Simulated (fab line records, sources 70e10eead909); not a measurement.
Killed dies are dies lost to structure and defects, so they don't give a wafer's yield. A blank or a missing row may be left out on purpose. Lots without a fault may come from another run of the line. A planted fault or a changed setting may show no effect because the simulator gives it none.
fab line records | flow nand_harc
record lots=11 wafers=33 last_day=25
route steps=1159 shown A_BLC@975 A_M0@1002 END@1159
lots that met no fault: from a run of the same line without faults
start_h: hours from the record's first day to the start of the lot's first wafer shown | wait_h: hours since the lot's step before | " the same as in the row above | L1.1+2: a row that stands for several wafers | - no value, or no start given | * or withheld: withheld | < > ~ a bound
route shown NAME@n: a module of which the file shows steps, and the number in the route of the first | usual: mean/standard deviation of fault-free wafers | same: alike in all rows | chamber/n: place in a boat | sites: the reading at each site | _std_site: their standard deviation | _edge_site: outer sites' mean less inner sites' | radius_mm: how far each site lies from the wafer's centre | mask NAME#n: copy n | behind: the tool/chamber that last shaped the wafer | hold: why the lot was held/for how many hours/how that ended | device: the transistor (n, p or np) that didn't switch | end of line: the same wafers' tests at the end of the route | a step without rows: its recipe alone | killed: dies lost to structure and defects at the first sort, not the wafer's yield | map: a wafer's dies, x killed, . not, _ none there
set.NAME: the setting as run; set.NAME@STEP: as run at that earlier step | model.NAME: the simulator's own value behind a step, which no gauge read
steps of the route over a sample of lots; a table a step, a row a wafer
services: from which hour (start_h, from the record's first day; less than 0 if before it) a tool's chamber was out of use, for how many hours, and why
## steps
# step NHARC_A_BLC_OVL_MEAS_11
# usual overlay_x_nm=0.0/0.67 overlay_y_nm=0.1/1
# columns lot.wafer tool chamber start_h wait_h overlay_x_nm overlay_y_nm
L453.1 overlay-01 - 395.58 - -0.6 1.8
L453.5 " - " " -0.7 1.9
L453.6 " - " " -0.5 1.8
L463.1 overlay-02 - 453.81 - 0.4 2.3
L463.5 " - " " 0.4 1.2
L463.6 " - " " -0.1 1.9
L461.1 overlay-02 - 454.56 - 0.4 -1.3
L461.2 " - " " 0.9 -1.6
L461.5 " - " " 0.0 -0.9
L466.1 overlay-02 - 485.12 - -0.3 0.4
L466.2 " - " " 0.1 0.9
L466.3 " - " " 0.5 0.2
L470.4 overlay-02 - 504.80 - -0.2 -1.2
L470.5 " - " " -0.1 -1.3
L470.6 " - " " -0.1 -1.3
L469.1 overlay-01 - 505.25 - 0.2 0.0
L469.3 " - " " 0.2 -0.8
L469.5 " - " " 0.6 -0.6
L473.1 overlay-01 - 520.12 - 0.4 0.4
L473.3 " - " " 1.1 0.1
L473.6 " - " " 0.7 -0.1
L472.1 overlay-01 - 520.86 - -0.9 -0.2
L472.3 " - " " -1.2 -0.5
L472.4 " - " " -0.7 -0.9
L474.3 overlay-01 - 529.37 - 1.0 -0.4
L474.5 " - " " 1.3 -0.2
L474.6 " - " " 1.0 -0.6
L475.1 overlay-02 - 529.69 - 0.4 1.7
L475.2 " - " " 0.7 2.5
L475.3 " - " " 0.8 2.1
L476.1 overlay-02 - 543.51 - 0.3 0.6
L476.3 " - " " 0.4 1.0
L476.4 " - " " 0.5 0.8
# step NHARC_A_BLC_CVD_24
# recipe target_thk_a=1500 temp_c=300 pressure_torr=40 wf6_flow_sccm=40 h2_flow_sccm=1600 ar_flow_sccm=1560 time_s=434 material=W
# usual heater_power_w=482/52 throttle_valve_pct=8.03/0.27
# same time_s=434
# columns lot.wafer tool chamber start_h wait_h heater_power_w throttle_valve_pct
L453.1 cvd_w-02 1 - - 444 7.96
L453.6 " 1 " " 438 8.16
L453.5 " 0 " " 455 7.66
L463.1 cvd_w-01 1 - - 574 8.16
L463.5 " 1 " " 550 8.46
L463.6 " 1 " " 551 8.51
L461.1 cvd_w-01 1 - - 564 8.33
L461.2 " 1 " " 548 8.25
L461.5 " 1 " " 548 8.17
L466.1 cvd_w-01 1 - - 556 8.07
L466.2 " 0 " " 440 7.82
L466.3 " 0 " " 458 7.90
L470.4 cvd_w-02 0 - - 453 7.51
L470.5 " 0 " " 464 7.66
L470.6 " 1 " " 438 8.03
L469.1 cvd_w-02 0 - - 457 7.66
L469.3 " 0 " " 466 7.65
L469.5 " 0 " " 450 7.64
L473.1 cvd_w-02 1 - - 453 8.06
L473.3 " 1 " " 440 8.28
L473.6 " 0 " " 440 7.44
L472.1 cvd_w-01 0 - - 423 7.88
L472.4 " 0 " " 434 7.80
L472.3 " 1 " " 550 8.01
L475.2 cvd_w-01 1 - - 555 8.19
L475.1 " 0 " " 443 7.90
L475.3 " 0 " " 444 7.75
L474.3 cvd_w-02 1 - - 457 8.35
L474.5 " 1 " " 446 8.02
L474.6 " 1 " " 447 8.05
L476.1 cvd_w-01 0 - - 436 7.98
L476.4 " 1 " " 556 7.85
L476.3 " 0 " " 427 7.72
# step NHARC_A_M0_PEB_07
# recipe peb_temp_c=100 peb_time_s=65
# usual chill_plate_temp_C=23.00/0.11 heater_power_total_W=156.6/0.41 plate_temp_C=100.00/0.13 resist_line_temp_C=22.98/0.1
# columns lot.wafer tool chamber start_h wait_h chill_plate_temp_C heater_power_total_W plate_temp_C resist_line_temp_C
L453.1 litho_track-06 0 400.36 0.1 22.80 157.1 99.81 23.11
L453.5 " 0 " " 22.97 156.3 99.96 22.91
L453.6 " 0 " " 22.73 157.1 100.17 23.03
L463.1 litho_track-01 0 462.34 0.1 23.06 164.8 103.70 22.99
L463.5 " 0 " " 23.06 165.0 103.70 23.05
L463.6 " 0 " " 23.03 164.1 103.73 23.19
L461.1 litho_track-01 0 463.08 0.1 22.97 164.8 103.86 22.86
L461.2 " 0 " " 23.10 164.7 103.80 22.78
L461.5 " 0 " " 22.86 165.2 103.83 22.93
L466.1 litho_track-06 0 500.13 0.1 22.83 156.7 100.04 23.00
L466.2 " 0 " " 22.91 156.5 99.94 22.95
L466.3 " 0 " " 22.76 157.0 99.78 22.89
L470.4 litho_track-04 0 517.06 0.0 22.94 156.6 100.00 22.90
L470.5 " 0 " " 22.89 156.5 100.03 23.13
L470.6 " 0 " " 22.86 157.1 99.96 22.97
L469.1 litho_track-04 0 517.51 0.1 23.13 156.1 99.94 23.00
L469.3 " 0 " " 22.98 156.7 100.01 22.91
L469.5 " 0 " " 23.07 157.1 99.97 23.15
L473.1 litho_track-06 0 525.79 0.1 22.96 156.0 100.00 22.89
L473.3 " 0 " " 22.98 156.1 100.20 22.85
L473.6 " 0 " " 22.85 156.6 99.97 23.03
L472.1 litho_track-06 0 528.90 0.1 23.11 157.1 100.07 22.95
L472.3 " 0 " " 23.01 156.1 100.06 23.04
L472.4 " 0 " " 23.21 157.2 99.70 23.01
L475.1 litho_track-04 0 536.05 0.1 22.97 156.2 100.01 23.05
L475.2 " 0 " " 23.13 156.0 100.14 22.75
L475.3 " 0 " " 23.02 156.9 100.08 22.80
L474.3 litho_track-01 0 536.73 0.1 22.92 156.4 100.23 22.93
L474.5 " 0 " " 22.97 157.1 99.97 22.91
L474.6 " 0 " " 22.97 156.9 100.03 22.95
L476.1 litho_track-01 0 552.23 0.1 22.87 156.0 100.04 23.13
L476.3 " 0 " " 23.00 156.3 100.02 22.95
L476.4 " 0 " " 23.00 156.0 100.10 23.11
# step NHARC_A_M0_CD_MEAS_09
# recipe target_cd_nm=80 landing_energy_ev=500
# usual cd_nm=79.9/0.7
# columns lot.wafer tool chamber start_h wait_h cd_nm
L453.1 cd_sem-02 0 400.44 - 79.9
L453.5 " 0 " " 80.6
L453.6 " 0 " " 80.4
L463.1 cd_sem-01 0 462.42 - 92.5
L463.5 " 0 " " 94.0
L463.6 " 0 " " 93.2
L461.1 cd_sem-03 0 463.16 - 90.3
L461.2 " 0 " " 90.8
L461.5 " 0 " " 90.3
L466.1 cd_sem-03 0 500.21 - 79.6
L466.2 " 0 " " 80.2
L466.3 " 0 " " 80.5
L470.4 cd_sem-01 0 517.14 - 80.3
L470.5 " 0 " " 80.2
L470.6 " 0 " " 80.3
L469.1 cd_sem-03 0 517.59 - 80.3
L469.3 " 0 " " 81.3
L469.5 " 0 " " 81.5
L473.1 cd_sem-01 0 525.87 - 80.4
L473.3 " 0 " " 80.4
L473.6 " 0 " " 79.8
L472.1 cd_sem-02 0 528.98 - 79.1
L472.3 " 0 " " 79.8
L472.4 " 0 " " 80.4
L475.1 cd_sem-03 0 536.13 - 79.6
L475.2 " 0 " " 80.0
L475.3 " 0 " " 80.3
L474.3 cd_sem-02 0 536.82 - 80.5
L474.5 " 0 " " 79.4
L474.6 " 0 " " 79.8
L476.1 cd_sem-03 0 552.31 - 79.4
L476.3 " 0 " " 80.2
L476.4 " 0 " " 81.0
# step NHARC_A_M0_CD_MEAS_16
# usual cd_nm=79.9/1
# columns lot.wafer tool chamber start_h wait_h cd_nm
L453.1 cd_sem-01 - 400.99 - 79.7
L453.5 " - " " 81.0
L453.6 " - " " 80.1
L463.1 cd_sem-02 - 462.90 - 92.3
L463.5 " - " " 93.2
L463.6 " - " " 93.4
L461.1 cd_sem-01 - 463.64 - 90.0
L461.2 " - " " 89.8
L461.5 " - " " 90.0
L466.1 cd_sem-03 - 500.70 - 79.8
L466.2 " - " " 79.2
L466.3 " - " " 81.4
L470.4 cd_sem-02 - 517.67 - 78.9
L470.5 " - " " 80.4
L470.6 " - " " 80.3
L469.1 cd_sem-01 - 518.19 - 80.0
L469.3 " - " " 82.3
L469.5 " - " " 81.3
L473.1 cd_sem-01 - 526.36 - 79.8
L473.3 " - " " 80.5
L473.6 " - " " 79.0
L472.1 cd_sem-02 - 529.47 - 79.3
L472.3 " - " " 80.3
L472.4 " - " " 81.3
L475.1 cd_sem-03 - 536.62 - 79.6
L475.2 " - " " 81.6
L475.3 " - " " 82.0
L474.3 cd_sem-01 - 537.30 - 81.5
L474.5 " - " " 81.2
L474.6 " - " " 80.0
L476.1 cd_sem-03 - 552.81 - 78.6
L476.3 " - " " 80.3
L476.4 " - " " 80.6
# step NHARC_A_M0_STRIP_18
# recipe power_w=1000 n2_flow_sccm=150 h2_flow_sccm=150 ar_flow_sccm=0 bias_w=0 chemistry=N2/H2
# usual drypump_motor_current_A=6.0/0.43 oes_product_au=1.005/0.013 rf_vpp_V=90.8/0.87 showerhead_plenum_p_Torr=2.06/0.062 throttle_valve_pct=14.172/0.0089
# columns lot.wafer tool chamber start_h wait_h drypump_motor_current_A oes_product_au rf_hours_counter_h rf_vpp_V showerhead_plenum_p_Torr throttle_valve_pct
L453.1 rie_diel-04 0 401.12 0.1 6.0 1.016 7 91.6 2.05 14.198
L453.5 " 2 " " 6.4 1.011 - 90.0 2.01 14.178
L453.6 " 3 " " 6.4 0.982 - 91.3 2.06 14.168
L463.1 rie_diel-05 1 463.05 0.1 5.6 1.011 9 90.4 2.10 14.167
L463.5 " 2 " " 6.2 1.019 - 91.2 2.14 14.168
L463.6 " 3 " " 5.0 0.992 - 90.4 1.93 14.157
L461.2 rie_diel-10 0 463.72 0.1 5.7 0.989 9 89.8 2.09 14.181
L461.1 " 1 " " 5.6 1.029 8 90.1 2.11 14.178
L461.5 " 1 " " 5.6 1.016 - 91.8 2.11 14.174
L466.3 rie_diel-04 0 500.80 0.1 6.0 1.020 1 92.1 2.05 14.174
L466.1 " 1 " " 6.0 1.000 1 90.2 2.01 14.165
L466.2 " 2 " " 6.4 1.034 1 90.0 2.01 14.178
L470.4 rie_diel-10 2 517.76 0.1 6.1 1.002 12 91.7 2.04 14.177
L470.5 " 1 " " 5.6 1.023 - 92.2 2.10 14.175
L470.6 " 2 " " 6.1 1.003 - 92.1 2.04 14.159
L469.3 rie_diel-10 2 518.28 0.1 6.0 1.007 12 90.2 2.04 14.166
L469.1 " 0 " " 5.7 0.998 12 90.8 2.09 14.169
L469.5 " 3 " " 6.6 1.020 - 89.9 2.18 14.165
L473.3 rie_diel-04 3 526.46 0.1 6.4 0.982 3 90.4 2.05 14.181
L473.1 " 1 " " 6.0 0.997 2 90.2 2.01 14.166
L473.6 " 3 " " 6.4 0.988 - 90.3 2.05 14.176
L472.4 rie_diel-04 3 529.54 0.1 6.4 0.997 3 90.9 2.05 14.173
L472.1 " 0 " " 6.0 1.009 3 90.2 2.05 14.178
L472.3 " 1 " " 6.0 1.002 2 90.1 2.01 14.172
L475.3 rie_diel-04 3 536.69 0.1 6.4 1.000 4 91.7 2.05 14.159
L475.1 " 0 " " 6.0 1.004 3 91.0 2.05 14.173
L475.2 " 1 " " 6.0 0.997 3 91.6 2.01 14.150
L474.3 rie_diel-05 0 537.37 0.1 6.4 1.002 2 90.7 2.10 14.178
L474.6 " 1 " " 5.6 1.006 - 91.4 2.10 14.176
L474.5 " 3 " " 5.0 0.995 - 89.3 1.92 14.164
L476.3 rie_diel-05 1 552.88 0.1 5.6 1.018 3 91.4 2.10 14.167
L476.1 " 3 " " 5.0 1.013 4 90.2 1.92 14.177
L476.4 " 0 " " 6.4 1.012 4 90.5 2.10 14.179
# step NHARC_END_SORT_01
# recipe temp_c=25
# usual defect_limited_yield=95.1/1.6 killed_at_array=29/10 killed_at_other=0.7/1.1 killed_at_periphery=3.3/2.4 killed_dies=33/11 killed_open=3.3/2 killed_short=1.9/1.3 sort_bin_2_pct=1.5/0.67 sort_bin_3_pct=0.27/0.24 sort_bin_4_pct=3.1/1.1 sort_n_pass=644/11 sort_rim_yield_pct=97.1/2.1 sort_yield_pct=95.1/1.6
# same gross_dies=677 sort_bin_5_pct[%]=0 sort_bin_6_pct[%]=0 sort_bin_7_pct[%]=0 sort_bin_8_pct[%]=0 sort_rim_n_gross=106.00
# columns lot.wafer tool chamber start_h wait_h defect_limited_yield[%] killed_at_array killed_at_other killed_at_periphery killed_dies killed_open killed_short sort_bin_2_pct[%] sort_bin_3_pct[%] sort_bin_4_pct[%] sort_n_pass sort_rim_yield_pct[%] sort_yield_pct[%]
L463.1 prober-01 0 505.89 2.5 95.4 30 0 1 31 2 3 1.5 0 3.1 646 98.1 95.4
L463.5 prober-01 0 509.10 3.7 95.3 30 0 2 32 4 2 1.3 0.30 3.1 645 99.1 95.3
L463.6 prober-01 0 509.91 4.0 96.0 27 0 0 27 1 1 2.1 0.30 1.6 650 97.2 96.0
L466.1 prober-02 0 540.65 2.5 93.8 35 2 5 42 4 4 2.4 0.59 3.2 635 95.3 93.8
L466.2 prober-02 0 541.45 2.8 93.8 29 1 12 42 1 1 1.5 0.30 4.4 635 98.1 93.8
L466.3 prober-02 0 542.24 3.1 95.6 26 0 4 30 3 0 1.0 0.44 3.0 647 100.0 95.6
L470.4 prober-02 0 567.93 3.4 95.4 28 0 3 31 4 2 1.2 0.15 3.2 646 99.1 95.4
L470.5 prober-02 0 568.72 3.7 95.6 25 1 4 30 7 3 1.6 0 2.8 647 97.2 95.6
L470.6 prober-02 0 569.51 3.9 93.6 38 2 3 43 8 6 0.9 0.15 5.3 634 97.2 93.6
# killed by level:class
L463.1 A_CHANNEL_HOLE_D1:chamber_film_flake=18 A_STAIRCASE:chamber_film_flake=6 A_WL_FILL:geometric_particle:short=2 A_SGD_CUT:geometric_particle:open=1 A_BLC:geometric_particle:short=1 A_M1:geometric_particle:open=1 P_GATE:chamber_film_flake=1 A_CONTACT:chamber_film_flake=1
L463.5 A_CHANNEL_HOLE_D1:chamber_film_flake=19 A_STAIRCASE:chamber_film_flake=3 A_CONTACT:chamber_film_flake=3 P_CONTACT:geometric_particle:open=1 P_M0:geometric_particle:short=1 A_ONON_D1:geometric_particle:short=1 A_ONON_D1:geometric_particle:open=1 A_SGD_CUT:geometric_particle:open=1
L463.6 A_CHANNEL_HOLE_D1:chamber_film_flake=19 A_STAIRCASE:chamber_film_flake=4 A_CONTACT:chamber_film_flake=2 A_CHANNEL_FILL_D1:geometric_particle:short=1 A_CONTACT:geometric_particle:open=1
L466.1 A_CHANNEL_HOLE_D1:chamber_film_flake=19 A_ZERO_WELL:chamber_film_flake=4 A_CONTACT:chamber_film_flake=3 A_STAIRCASE:chamber_film_flake=3 THIN_TSV:chamber_film_flake=2 P_CONTACT:geometric_particle:short=1 P_M2:geometric_particle:short=1 A_SOURCE_PLATE:geometric_particle:open=1
L466.2 A_CHANNEL_HOLE_D1:chamber_film_flake=22 P_GATE:chamber_film_flake=6 A_CONTACT:chamber_film_flake=4 P_M1:chamber_film_flake=2 A_STAIRCASE:chamber_film_flake=2 P_GATE:geometric_particle:open=1 P_GATE:geometric_particle:short=1 P_ZERO_WELL:chamber_film_flake=1
L466.3 A_CHANNEL_HOLE_D1:chamber_film_flake=21 A_CONTACT:chamber_film_flake=2 P_CONTACT:geometric_particle:open=1 P_M0:geometric_particle:open=1 A_WL_FILL:geometric_particle:open=1 P_GATE:chamber_film_flake=1 P_M1:chamber_film_flake=1 A_ZERO_WELL:chamber_film_flake=1
L470.4 A_SLIT:chamber_film_flake=12 A_CHANNEL_HOLE_D1:chamber_film_flake=10 A_CONTACT:geometric_particle:open=2 P_GATE:chamber_film_flake=2 P_CONTACT:geometric_particle:open=1 A_CHANNEL_FILL_D1:geometric_particle:short=1 A_WL_FILL:geometric_particle:short=1 A_M0:geometric_particle:open=1
L470.5 A_SLIT:chamber_film_flake=11 A_CHANNEL_HOLE_D1:chamber_film_flake=4 P_CONTACT:geometric_particle:open=2 A_STAIRCASE:chamber_film_flake=2 A_CONTACT:chamber_film_flake=2 P_GATE:geometric_particle:open=1 P_M0:geometric_particle:open=1 A_ONON_D1:geometric_particle:open=1
L470.6 A_SLIT:chamber_film_flake=18 A_CHANNEL_HOLE_D1:chamber_film_flake=5 A_WL_FILL:geometric_particle:short=3 A_STAIRCASE:chamber_film_flake=3 STARTING-WAFER:geometric_particle:open=2 P_GATE:geometric_particle:open=1 P_CONTACT:geometric_particle:open=1 A_ONON_D1:geometric_particle:short=1
## services
# columns tool chamber start_h hours kind
cvd_w-02 - 376.59 13.0 pm
cvd_w-02 0 376.59 13.0 vent_cycle
cvd_w-02 1 376.59 13.0 vent_cycle
rie_diel-10 3 390.21 15.5 repair
cvd_w-02 - 431.77 13.0 repair
rie_diel-05 0 432.69 10.8 repair
rie_diel-10 3 434.63 7.0 repair
litho_track-01 - 443.01 7.0 pm
rie_diel-05 - 454.47 0.1 repair
rie_diel-04 - 466.14 9.0 pm
litho_track-06 - 467.00 7.0 pm
cvd_w-01 - 481.79 13.0 pm
cvd_w-01 0 481.79 13.0 vent_cycle
cvd_w-01 1 481.79 13.0 vent_cycle
litho_track-04 - 491.00 7.0 pm
rie_diel-05 2 492.16 47.6 repair
rie_diel-05 - 493.21 0.9 repair
cvd_w-01 0 494.79 - clean
cvd_w-01 1 494.79 - clean
rie_diel-04 2 512.21 2.2 repair
rie_diel-05 - 517.60 9.0 pm
rie_diel-10 - 530.71 9.0 pm
cvd_w-02 0 531.78 15.9 repair
rie_diel-04 3 551.49 10.7 repair
## key
first_sign step=NHARC_A_M0_PEB_07 reading=plate_temp_C direction=up sigmas=29 usual=* struck=*
effect step=NHARC_A_M0_PEB_07 reading=heater_power_total_W direction=up sigmas=20 usual=* struck=*
effect step=NHARC_A_M0_CD_MEAS_09 reading=cd_nm direction=up sigmas=17 usual=79.9 struck=91.8 through=control_loop
effect step=NHARC_A_M0_CD_MEAS_16 reading=cd_nm direction=up sigmas=11 usual=79.9 struck=91.4 through=control_loop
met_at NHARC_A_M0_PEB_07
struck_lots L461,L463
loop_trim step=NHARC_A_M0_EXPOSE_06 setting=dose lots=L461
not_acting_at NHARC_A_BLC_OVL_MEAS_11,NHARC_A_BLC_CVD_24,NHARC_A_M0_STRIP_18
fault kind=process_parameter_drift tool=litho_track-01 chamber=- onset_h=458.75 steps=NHARC_A_M0_PEB_07 channel=peb_temp_c offset=* shape=step end_h=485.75 acts_in=* stated=*
# loop_trim: a control loop set the setting to another value than it would have without faults
